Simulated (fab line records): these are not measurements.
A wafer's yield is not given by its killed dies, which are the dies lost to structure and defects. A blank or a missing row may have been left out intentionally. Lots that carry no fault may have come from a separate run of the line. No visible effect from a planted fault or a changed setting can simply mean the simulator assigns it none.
Which of the tools did it? | flow n5_finfet | 21 lots with 63 wafers sampled at 6 steps, on a route of 1938 steps

== WHAT EACH GAUGE READ, for each wafer ==
The record holds no reading of a measuring or inspecting step that can be judged against a usual standard deviation.

== EACH LOT AND THE TOOL THAT RAN IT (in order: tool; ch and the chambers of the sampled wafers; start) ==
lot  | N5_HKMG_FIN_HK_ANNEAL_02        | N5_HKMG_FIN_DESCUM_53             | N5_HKMG_FIN_ETCH_55               | N5_HKMG_FIN_ETCH_31               | N5_HKMG_FIN_STRIP_92              | N5_HKMG_FIN_CMP_94
L074 | rtp_anneal-02 ch 0, day 4 02:29 | rie_diel-01 ch 0,1,2, day 4 03:35 | rie_diel-01 ch 0,1,2, day 4 03:41 | rie_diel-01 ch 1,2,3, day 4 07:07 | rie_diel-01 ch 1,2,3, day 4 07:32 | cmp-03 ch 0,1,2, day 4 11:34
L075 | rtp_anneal-02 ch 0, day 4 05:16 | rie_diel-04 ch 0,1,3, day 4 06:13 | rie_diel-04 ch 0,1,3, day 4 06:19 | rie_diel-01 ch 0,1,3, day 4 09:37 | rie_diel-01 ch 0,1,3, day 4 10:02 | cmp-02 ch 0,1,2, day 4 14:11
L076 | rtp_anneal-01 ch 0, day 4 10:07 | rie_diel-04 ch 0,2,3, day 4 10:51 | rie_diel-04 ch 0,2,3, day 4 10:56 | rie_diel-01 ch 0,1,3, day 4 14:31 | rie_diel-01 ch 0,1,3, day 4 14:56 | cmp-03 ch 0,1,2, day 4 18:43
L077 | rtp_anneal-02 ch 0, day 4 16:49 | rie_diel-01 ch 0,2,3, day 4 18:01 | rie_diel-01 ch 0,2,3, day 4 18:07 | rie_diel-02 ch 1,2,3, day 4 21:43 | rie_diel-02 ch 1,2,3, day 4 22:07 | cmp-04 ch 1,3, day 5 01:52
L078 | rtp_anneal-01 ch 0, day 4 23:25 | rie_diel-04 ch 0,3, day 5 00:05   | rie_diel-04 ch 0,3, day 5 00:10   | rie_diel-01 ch 0,2,3, day 5 03:35 | rie_diel-01 ch 0,2,3, day 5 04:00 | cmp-02 ch 0,1, day 5 07:58
L080 | rtp_anneal-01 ch 0, day 5 13:36 | rie_diel-02 ch 0,1, day 5 14:25   | rie_diel-02 ch 0,1, day 5 14:31   | rie_diel-04 ch 0,2,3, day 5 17:49 | rie_diel-04 ch 0,2,3, day 5 18:14 | cmp-02 ch 0,1, day 5 22:07
L081 | rtp_anneal-01 ch 0, day 5 17:44 | rie_diel-01 ch 0,2,3, day 5 18:27 | rie_diel-01 ch 0,2,3, day 5 18:32 | rie_diel-02 ch 0,1,3, day 5 21:51 | rie_diel-02 ch 0,1,3, day 5 22:16 | cmp-03 ch 1,2,3, day 6 01:58
L082 | rtp_anneal-02 ch 0, day 5 23:49 | rie_diel-04 ch 0,2,3, day 6 00:38 | rie_diel-04 ch 0,2,3, day 6 00:44 | rie_diel-04 ch 2,3, day 6 04:01   | rie_diel-04 ch 2,3, day 6 04:25   | cmp-02 ch 0,2, day 6 08:12
L083 | rtp_anneal-02 ch 0, day 6 08:07 | rie_diel-01 ch 0,1,2, day 6 08:58 | rie_diel-01 ch 0,1,2, day 6 09:04 | rie_diel-01 ch 0,2, day 6 12:18   | rie_diel-01 ch 0,2, day 6 12:43   | cmp-03 ch 0,1,3, day 6 16:47
L084 | rtp_anneal-02 ch 0, day 6 13:18 | rie_diel-04 ch 1,2, day 6 14:10   | rie_diel-04 ch 1,2, day 6 14:15   | rie_diel-02 ch 0,1,3, day 6 18:02 | rie_diel-02 ch 0,1,3, day 6 18:27 | cmp-02 ch 1,2,3, day 6 22:14
L086 | rtp_anneal-02 ch 0, day 7 01:13 | rie_diel-04 ch 0,1,2, day 7 02:19 | rie_diel-04 ch 0,1,2, day 7 02:25 | rie_diel-04 ch 0,1,2, day 7 06:05 | rie_diel-04 ch 0,1,2, day 7 06:30 | cmp-02 ch 0,1,3, day 7 10:16
L087 | rtp_anneal-02 ch 0, day 7 08:09 | rie_diel-01 ch 0,2,3, day 7 09:01 | rie_diel-01 ch 0,2,3, day 7 09:06 | rie_diel-02 ch 2,3, day 7 12:37   | rie_diel-02 ch 2,3, day 7 13:01   | cmp-03 ch 2,3, day 7 16:51
L089 | rtp_anneal-01 ch 0, day 7 17:32 | rie_diel-02 ch 0,2, day 7 18:22   | rie_diel-02 ch 0,2, day 7 18:28   | rie_diel-02 ch 1,3, day 7 21:58   | rie_diel-02 ch 1,3, day 7 22:22   | cmp-02 ch 2,3, day 8 02:14
L090 | rtp_anneal-01 ch 0, day 7 23:49 | rie_diel-02 ch 2,3, day 8 00:38   | rie_diel-02 ch 2,3, day 8 00:44   | rie_diel-01 ch 0,2,3, day 8 04:02 | rie_diel-01 ch 0,2,3, day 8 04:28 | cmp-04 ch 0,1,2, day 8 08:20
L092 | rtp_anneal-01 ch 0, day 8 12:34 | rie_diel-04 ch 0,2, day 8 13:53   | rie_diel-04 ch 0,2, day 8 13:58   | rie_diel-01 ch 1,2,3, day 8 17:48 | rie_diel-01 ch 1,2,3, day 8 18:13 | cmp-04 ch 0,1, day 8 22:06
L093 | rtp_anneal-01 ch 0, day 8 20:45 | rie_diel-04 ch 1,2, day 8 21:31   | rie_diel-04 ch 1,2, day 8 21:37   | rie_diel-01 ch 1,2,3, day 9 00:47 | rie_diel-01 ch 1,2,3, day 9 01:13 | cmp-04 ch 0,1,2, day 9 05:16
L094 | rtp_anneal-01 ch 0, day 8 22:49 | rie_diel-01 ch 0,3, day 8 23:31   | rie_diel-01 ch 0,3, day 8 23:36   | rie_diel-01 ch 1,2,3, day 9 03:11 | rie_diel-01 ch 1,2,3, day 9 03:36 | cmp-03 ch 0,2, day 9 07:21
L095 | rtp_anneal-02 ch 0, day 9 04:48 | rie_diel-04 ch 1,2, day 9 05:31   | rie_diel-04 ch 1,2, day 9 05:40   | rie_diel-01 ch 1,3, day 9 09:20   | rie_diel-01 ch 1,3, day 9 09:44   | cmp-02 ch 1,2,3, day 9 13:32
L096 | rtp_anneal-01 ch 0, day 9 13:31 | rie_diel-02 ch 0,1,3, day 9 14:12 | rie_diel-02 ch 0,1,3, day 9 14:17 | rie_diel-04 ch 0,2,3, day 9 17:38 | rie_diel-04 ch 0,2,3, day 9 18:04 | cmp-02 ch 0,1,2, day 9 22:04
L097 | rtp_anneal-02 ch 0, day 9 17:36 | rie_diel-02 ch 0,1, day 9 18:24   | rie_diel-02 ch 0,1, day 9 18:30   | rie_diel-04 ch 1,2, day 9 22:07   | rie_diel-04 ch 1,2, day 9 22:31   | cmp-04 ch 1,2,3, day 10 02:28
L091 | rtp_anneal-02 ch 0, day 9 20:16 | rie_diel-04 ch 0,1,2, day 9 20:55 | rie_diel-04 ch 0,1,2, day 9 21:01 | rie_diel-01 ch 0,2, day 10 00:20  | rie_diel-01 ch 0,2, day 10 00:46  | cmp-03 ch 2,3, day 10 04:31
- N5_HKMG_FIN_HK_ANNEAL_02: time 30 s.
- N5_HKMG_FIN_DESCUM_53: chemistry O2, time 7.9 s.
- N5_HKMG_FIN_ETCH_55: etches SOC in N2/H2, target depth 240 nm, time 300 s.
- N5_HKMG_FIN_ETCH_31: etches SiARC in CF4, target depth 45.5 nm, time 75.8 s.
- N5_HKMG_FIN_STRIP_92: strips SOC in N2/H2, time 20 s.
- N5_HKMG_FIN_CMP_94: polishes, stops on SiNx, t overpolish 4.7 s, target thk 43.299 nm.

== WHAT THE TOOLS THEMSELVES READ (means of the sampled wafers that have a number; where no wafer has one, the mark that the record gives instead) ==
N5_HKMG_FIN_HK_ANNEAL_02. Usual: lamp_power_pct 8.79 %, standard deviation 0.057; wafer_temp_C_max 703.0, standard deviation 0.7.
lot  | tool          | lamp_power_pct (%) | wafer_temp_C_max | flag
L074 | rtp_anneal-02 | 8.81               | 702.7            |
L075 | rtp_anneal-02 | 8.81               | 703.0            |
L076 | rtp_anneal-01 | 8.77               | 702.6            |
L077 | rtp_anneal-02 | 8.79               | 702.9            |
L078 | rtp_anneal-01 | 8.84               | 703.0            |
L080 | rtp_anneal-01 | 8.81               | 702.7            |
L081 | rtp_anneal-01 | 8.75               | 702.4            |
L082 | rtp_anneal-02 | 8.72               | 703.5            |
L083 | rtp_anneal-02 | 8.77               | 703.5            |
L084 | rtp_anneal-02 | 8.76               | 702.8            |
L086 | rtp_anneal-02 | 8.79               | 703.1            |
L087 | rtp_anneal-02 | 8.78               | 702.7            |
L089 | rtp_anneal-01 | 8.77               | 702.4            |
L090 | rtp_anneal-01 | 8.70               | 702.8            |
L092 | rtp_anneal-01 | 8.81               | 702.8            |
L093 | rtp_anneal-01 | 8.77               | 703.4            |
L094 | rtp_anneal-01 | 8.77               | 702.7            |
L095 | rtp_anneal-02 | 8.83               | 702.6            |
L096 | rtp_anneal-01 | 8.80               | 702.3            |
L097 | rtp_anneal-02 | 8.74               | 702.7            |
L091 | rtp_anneal-02 | 8.75               | 703.0            |

N5_HKMG_FIN_DESCUM_53. Usual: for bias_power_w, 20.01 W with a standard deviation of 0.059; for drypump_motor_current_A, 5.8 A with a standard deviation of 0.44; for o2_flow_sccm, 225.0 sccm with a standard deviation of 0.68; for oes_product_au, 0.78 a.u. with a standard deviation of 0.065; for rf_vpp_V, 243.5 V with a standard deviation of 1; for showerhead_plenum_p_Torr, 2.10 Torr with a standard deviation of 0.051; for throttle_valve_pct, 20.46 % with a standard deviation of 0.25.
lot  | tool        | bias_power_w (W) | drypump_motor_current_A (A) | o2_flow_sccm (sccm) | oes_product_au (a.u.) | rf_vpp_V (V) | showerhead_plenum_p_Torr (Torr) | throttle_valve_pct (%) | flag
L074 | rie_diel-01 | 20.08            | 5.9                         | 225.2               | 0.83                  | 242.2        | 2.06                            | 20.43                  |
L075 | rie_diel-04 | 19.98            | 5.5                         | 224.5               | 0.76                  | 243.5        | 2.12                            | 20.53                  |
L076 | rie_diel-04 | 19.95            | 5.6                         | 225.0               | 0.75                  | 244.4        | 2.12                            | 20.38                  |
L077 | rie_diel-01 | 20.05            | 6.1                         | 224.6               | 0.77                  | 242.7        | 2.07                            | 20.45                  |
L078 | rie_diel-04 | 20.00            | 5.4                         | 226.2               | 0.73                  | 243.5        | 2.10                            | 20.49                  |
L080 | rie_diel-02 | 20.01            | 6.0                         | 225.0               | 0.92                  | 243.2        | 2.13                            | 20.39                  |
L081 | rie_diel-01 | 20.03            | 6.1                         | 225.2               | 0.76                  | 243.5        | 2.06                            | 20.46                  |
L082 | rie_diel-04 | 19.99            | 5.6                         | 224.8               | 0.75                  | 244.0        | 2.11                            | 20.39                  |
L083 | rie_diel-01 | 19.96            | 5.9                         | 225.0               | 0.81                  | 243.0        | 2.05                            | 20.47                  |
L084 | rie_diel-04 | 20.04            | 5.8                         | 225.8               | 0.82                  | 243.6        | 2.10                            | 20.18                  |
L086 | rie_diel-04 | 19.98            | 5.6                         | 224.8               | 0.79                  | 243.4        | 2.09                            | 20.29                  |
L087 | rie_diel-01 | 20.05            | 6.1                         | 225.0               | 0.75                  | 242.7        | 2.06                            | 20.49                  |
L089 | rie_diel-02 | 20.05            | 6.5                         | 224.9               | 0.80                  | 244.4        | 2.17                            | 20.67                  |
L090 | rie_diel-02 | 20.04            | 5.7                         | 224.9               | 0.72                  | 243.2        | 2.12                            | 20.49                  |
L092 | rie_diel-04 | 19.97            | 5.7                         | 224.1               | 0.77                  | 243.1        | 2.09                            | 20.16                  |
L093 | rie_diel-04 | 20.00            | 5.7                         | 225.4               | 0.80                  | 243.1        | 2.10                            | 20.38                  |
L094 | rie_diel-01 | 20.02            | 6.4                         | 224.3               | 0.72                  | 243.5        | 2.09                            | 20.56                  |
L095 | rie_diel-04 | 19.98            | 5.7                         | 225.6               | 0.80                  | 243.7        | 2.10                            | 20.37                  |
L096 | rie_diel-02 | 20.01            | 5.7                         | 225.5               | 0.78                  | 243.4        | 2.11                            | 20.44                  |
L097 | rie_diel-02 | 20.02            | 5.9                         | 224.8               | 0.80                  | 242.8        | 2.11                            | 20.51                  |
L091 | rie_diel-04 | 20.01            | 5.6                         | 224.7               | 0.76                  | 243.9        | 2.08                            | 20.34                  |

N5_HKMG_FIN_ETCH_55. Usual: drypump_motor_current_A 5.8 A, standard deviation 0.44; oes_product_au 0.78 a.u., standard deviation 0.065; rf_vpp_V 524.3 V, standard deviation 1.8; showerhead_plenum_p_Torr 2.56 Torr, standard deviation 0.053; throttle_valve_pct 17.86 %, standard deviation 0.18.
lot  | tool        | drypump_motor_current_A (A) | oes_product_au (a.u.) | rf_vpp_V (V) | showerhead_plenum_p_Torr (Torr) | throttle_valve_pct (%) | flag
L074 | rie_diel-01 | 5.9                         | 0.82                  | 523.1        | 2.51                            | 17.91                  |
L075 | rie_diel-04 | 5.5                         | 0.78                  | 525.0        | 2.58                            | 17.90                  |
L076 | rie_diel-04 | 5.6                         | 0.76                  | 525.6        | 2.57                            | 17.75                  |
L077 | rie_diel-01 | 6.1                         | 0.76                  | 522.2        | 2.51                            | 17.90                  |
L078 | rie_diel-04 | 5.4                         | 0.73                  | 525.1        | 2.56                            | 17.86                  |
L080 | rie_diel-02 | 6.1                         | 0.92                  | 524.7        | 2.58                            | 17.63                  |
L081 | rie_diel-01 | 6.1                         | 0.75                  | 523.1        | 2.51                            | 17.92                  |
L082 | rie_diel-04 | 5.6                         | 0.74                  | 524.4        | 2.57                            | 17.77                  |
L083 | rie_diel-01 | 5.9                         | 0.80                  | 523.0        | 2.50                            | 17.94                  |
L084 | rie_diel-04 | 5.9                         | 0.82                  | 524.9        | 2.57                            | 17.68                  |
L086 | rie_diel-04 | 5.6                         | 0.79                  | 523.4        | 2.56                            | 17.78                  |
L087 | rie_diel-01 | 6.1                         | 0.74                  | 522.9        | 2.50                            | 17.95                  |
L089 | rie_diel-02 | 6.5                         | 0.80                  | 525.8        | 2.63                            | 18.01                  |
L090 | rie_diel-02 | 5.7                         | 0.72                  | 525.0        | 2.56                            | 17.82                  |
L092 | rie_diel-04 | 5.8                         | 0.76                  | 524.6        | 2.55                            | 17.66                  |
L093 | rie_diel-04 | 5.7                         | 0.80                  | 524.7        | 2.57                            | 17.87                  |
L094 | rie_diel-01 | 6.5                         | 0.71                  | 523.7        | 2.54                            | 17.95                  |
L095 | rie_diel-04 | 5.7                         | 0.81                  | 524.6        | 2.57                            | 17.88                  |
L096 | rie_diel-02 | 5.7                         | 0.78                  | 524.0        | 2.54                            | 17.69                  |
L097 | rie_diel-02 | 6.0                         | 0.80                  | 523.3        | 2.54                            | 17.75                  |
L091 | rie_diel-04 | 5.6                         | 0.76                  | 524.3        | 2.55                            | 17.84                  |

N5_HKMG_FIN_ETCH_31. Usual: drypump_motor_current_A 5.9 A, standard deviation 0.47; etch_rf_on_time_s 76.4 s, standard deviation 1.8; oes_product_au 0.66 a.u., standard deviation 0.055; rf_vpp_V 184.1 V, standard deviation 0.98; showerhead_plenum_p_Torr 2.15 Torr, standard deviation 0.06; throttle_valve_pct 15.68 %, standard deviation 0.2.
lot  | tool        | drypump_motor_current_A (A) | etch_rf_on_time_s (s) | oes_product_au (a.u.) | rf_vpp_V (V) | showerhead_plenum_p_Torr (Torr) | throttle_valve_pct (%) | flag
L074 | rie_diel-01 | 6.2                         | 76.5                  | 0.69                  | 184.5        | 2.16                            | 15.70                  |
L075 | rie_diel-01 | 6.3                         | 76.3                  | 0.68                  | 184.9        | 2.15                            | 15.65                  |
L076 | rie_diel-01 | 6.3                         | 76.2                  | 0.68                  | 184.9        | 2.15                            | 15.66                  |
L077 | rie_diel-02 | 5.9                         | 75.0                  | 0.66                  | 184.8        | 2.18                            | 15.74                  |
L078 | rie_diel-01 | 6.0                         | 77.7                  | 0.65                  | 184.4        | 2.11                            | 15.61                  |
L080 | rie_diel-04 | 5.6                         | 74.1                  | 0.65                  | 183.8        | 2.17                            | 15.64                  |
L081 | rie_diel-02 | 5.7                         | 76.5                  | 0.71                  | 184.1        | 2.16                            | 15.60                  |
L082 | rie_diel-04 | 5.7                         | 74.1                  | 0.64                  | 185.1        | 2.19                            | 15.82                  |
L083 | rie_diel-01 | 5.8                         | 78.0                  | 0.65                  | 183.1        | 2.05                            | 15.46                  |
L084 | rie_diel-02 | 5.7                         | 77.1                  | 0.68                  | 184.8        | 2.16                            | 15.61                  |
L086 | rie_diel-04 | 5.6                         | 75.5                  | 0.67                  | 184.6        | 2.15                            | 15.52                  |
L087 | rie_diel-02 | 5.7                         | 76.9                  | 0.62                  | 184.5        | 2.18                            | 15.73                  |
L089 | rie_diel-02 | 5.6                         | 75.7                  | 0.64                  | 184.0        | 2.14                            | 15.71                  |
L090 | rie_diel-01 | 6.1                         | 77.9                  | 0.63                  | 184.1        | 2.10                            | 15.66                  |
L092 | rie_diel-01 | 6.1                         | 77.4                  | 0.66                  | 184.2        | 2.14                            | 15.77                  |
L093 | rie_diel-01 | 6.2                         | 77.0                  | 0.65                  | 184.2        | 2.14                            | 15.79                  |
L094 | rie_diel-01 | 6.1                         | 77.8                  | 0.65                  | 184.4        | 2.14                            | 15.79                  |
L095 | rie_diel-01 | 6.4                         | 76.3                  | 0.67                  | 184.7        | 2.18                            | 15.82                  |
L096 | rie_diel-04 | 5.6                         | 75.8                  | 0.70                  | 184.0        | 2.16                            | 15.55                  |
L097 | rie_diel-04 | 5.8                         | 75.4                  | 0.67                  | 183.9        | 2.15                            | 15.48                  |
L091 | rie_diel-01 | 5.7                         | 78.1                  | 0.63                  | 182.6        | 2.05                            | 15.58                  |

N5_HKMG_FIN_STRIP_92. Usual: bias_power_w 8.003 W, standard deviation 0.023; drypump_motor_current_A 5.9 A, standard deviation 0.47; oes_product_au 0.78 a.u., standard deviation 0.064; rf_vpp_V 54.3 V, standard deviation 0.79; showerhead_plenum_p_Torr 3.36 Torr, standard deviation 0.08; throttle_valve_pct 19.0 %, standard deviation 0.32.
lot  | tool        | bias_power_w (W) | drypump_motor_current_A (A) | oes_product_au (a.u.) | rf_vpp_V (V) | showerhead_plenum_p_Torr (Torr) | throttle_valve_pct (%) | flag
L074 | rie_diel-01 | 8.000            | 6.2                         | 0.80                  | 54.6         | 3.39                            | 19.1                   |
L075 | rie_diel-01 | 7.987            | 6.3                         | 0.80                  | 54.3         | 3.37                            | 19.1                   |
L076 | rie_diel-01 | 7.992            | 6.3                         | 0.79                  | 54.2         | 3.37                            | 19.1                   |
L077 | rie_diel-02 | 8.011            | 5.9                         | 0.77                  | 55.4         | 3.39                            | 18.9                   |
L078 | rie_diel-01 | 8.020            | 6.1                         | 0.76                  | 54.7         | 3.31                            | 19.2                   |
L080 | rie_diel-04 | 8.023            | 5.6                         | 0.75                  | 54.6         | 3.39                            | 18.8                   |
L081 | rie_diel-02 | 8.016            | 5.8                         | 0.82                  | 54.1         | 3.37                            | 18.6                   |
L082 | rie_diel-04 | 7.990            | 5.7                         | 0.75                  | 54.4         | 3.42                            | 18.7                   |
L083 | rie_diel-01 | 7.970            | 5.8                         | 0.75                  | 54.7         | 3.24                            | 19.3                   |
L084 | rie_diel-02 | 8.020            | 5.8                         | 0.81                  | 55.0         | 3.37                            | 18.6                   |
L086 | rie_diel-04 | 8.013            | 5.6                         | 0.79                  | 53.6         | 3.38                            | 18.9                   |
L087 | rie_diel-02 | 7.992            | 5.7                         | 0.73                  | 54.4         | 3.38                            | 18.9                   |
L089 | rie_diel-02 | 8.012            | 5.6                         | 0.76                  | 53.9         | 3.33                            | 18.7                   |
L090 | rie_diel-01 | 8.000            | 6.1                         | 0.73                  | 54.2         | 3.30                            | 19.2                   |
L092 | rie_diel-01 | 7.993            | 6.2                         | 0.77                  | 54.1         | 3.37                            | 19.2                   |
L093 | rie_diel-01 | 8.006            | 6.2                         | 0.77                  | 54.2         | 3.36                            | 19.2                   |
L094 | rie_diel-01 | 8.011            | 6.2                         | 0.76                  | 54.4         | 3.36                            | 19.2                   |
L095 | rie_diel-01 | 8.018            | 6.4                         | 0.79                  | 54.2         | 3.41                            | 19.2                   |
L096 | rie_diel-04 | 7.986            | 5.6                         | 0.83                  | 54.6         | 3.37                            | 18.7                   |
L097 | rie_diel-04 | 8.029            | 5.8                         | 0.78                  | 54.2         | 3.38                            | 19.0                   |
L091 | rie_diel-01 | 8.000            | 5.7                         | 0.74                  | 53.8         | 3.24                            | 19.5                   |

N5_HKMG_FIN_CMP_94. Usual: motor_current_A 12.4 A, standard deviation 1.
lot  | tool   | motor_current_A (A) | flag
L074 | cmp-03 | 12.4                |
L075 | cmp-02 | 12.7                |
L076 | cmp-03 | 12.3                |
L077 | cmp-04 | 11.1                |
L078 | cmp-02 | 13.5                |
L080 | cmp-02 | 12.2                |
L081 | cmp-03 | 12.2                |
L082 | cmp-02 | 12.1                |
L083 | cmp-03 | 11.9                |
L084 | cmp-02 | 12.6                |
L086 | cmp-02 | 12.6                |
L087 | cmp-03 | 11.8                |
L089 | cmp-02 | 12.1                |
L090 | cmp-04 | 13.1                |
L092 | cmp-04 | 13.0                |
L093 | cmp-04 | 12.8                |
L094 | cmp-03 | 11.8                |
L095 | cmp-02 | 12.8                |
L096 | cmp-02 | 12.8                |
L097 | cmp-04 | 12.3                |
L091 | cmp-03 | 12.3                |

== THE ANSWER, worked out from the rows above alone ==
Rule: take the mean of a lot's wafers that have a number; if it is more than 3 standard deviations from the usual mean, the lot is off. A lot without any number at a reading at which 4 lots or more have one is off too. The other lots that the step has rows for count as sound. After the gauges, taken in route order, come the tools' own readings; for these a lot's mean is taken, as printed above. The first step at which some lot is off is used, and at that step the reading that is off furthest; a lot without a number counts as furthest.
Nothing can be told from this: no lot is off at any reading shown.

== WHAT THE SIMULATOR PUT IN ==
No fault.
